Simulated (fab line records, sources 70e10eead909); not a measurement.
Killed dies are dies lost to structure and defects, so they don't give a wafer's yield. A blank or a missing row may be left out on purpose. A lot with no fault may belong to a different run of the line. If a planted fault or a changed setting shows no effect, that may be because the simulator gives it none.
Problem report in the 8D (eight disciplines) form, filled by code    flow nand-harc    the parts of the form that need people (team, actions taken, sign-off) are left out

## 1. THE PROBLEM
Wafers without a fault read 0.999 a.u., standard deviation 0.0099; oes-product-au at NHARC_P_M2_ETCH_28 reads a mean of 0.861 a.u. on 6 wafers belonging to 2 lots. That puts it -14 standard deviations away from the usual mean.
The step: etches the open film in CF4/N2, target depth 30 nm, time 72.99 s.
First seen on wafer L938.2, day 13 20:22, on rie-diel-10. The record holds 33 wafers of 11 lots with a number at this step. Rule for "out", or "out of limits": more than 4 standard deviations from the usual mean. The other wafers with a number count as sound.

## 2. WHAT IT IS; WHAT IT IS NOT
question                     is                      is not
which readings at this step  oes-product-au          drypump-motor-current-A, rf-vpp-V, showerhead-plenum-p-Torr, throttle-valve-pct
which lots                   L938, L939              L922, L924, L925, L926, L929, L933, L941, L943, L944
which wafers of those lots   all that have a number  -
read on which tools          rie-diel-10             rie-diel-02, rie-diel-11
when                         from day 13 20:22       up to then (18 sound wafers); but 9 sound wafers of L941, L943, L944 came after

## 3. SUSPECTS, AND WHAT RULES EACH OUT
Counting: a tool at any process step up to the reading remains a suspect when it ran all the lots that are out and ran no sound lot after the first of those.
- rie-diel-10 at NHARC_P_M2_STRIP_18 (strips in N2/H2): ruled out as a lasting fault. Following L938 (day 13 20:07), the first lot on it that is out, the sound lots L944 were run on it.
- rie-diel-10 at NHARC_P_M2_ETCH_28 (etches the open film in CF4/N2, target depth 30 nm, time 72.99 s): ruled out as a lasting fault. Following L938 (day 13 20:22), the first lot on it that is out, the sound lots L944 were run on it.
Left after counting: nothing in the record.

## 4. THE CAUSE (what the simulator had put in)
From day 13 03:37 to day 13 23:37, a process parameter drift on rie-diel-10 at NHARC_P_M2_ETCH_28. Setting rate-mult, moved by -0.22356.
Counting ruled it out, wrongly.

## 5. SEQUENCE OF EFFECTS, ordered by route
Rows list readings where the struck wafers' mean (over those with a number) sits beyond 3 standard deviations from the usual. Scope: only readings with a usual standard deviation given in the record; hours: median across lots of the time from each lot's start at the first step in this table that gives one to its start at this step; sigmas: change in usual standard deviations.
hours  step                reading         usual       on struck wafers  change  sigmas
0      NHARC_P_M2_ETCH_28  oes-product-au  0.999 a.u.  0.861             -0.138  -14
The process steps in it:
- NHARC_P_M2_ETCH_28: etches the open film in CF4/N2, target depth 30 nm, time 72.99 s.
Later steps that measure or inspect, where all struck wafers having a row at the step show a number for every such reading and not one has moved that far: NHARC_END_SORT_01.

## 6. HOW IT WOULD HAVE BEEN CAUGHT EARLIER
First out-of-limits reading in this record: day 13 20:22, which is 17 hours after fault onset at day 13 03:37.
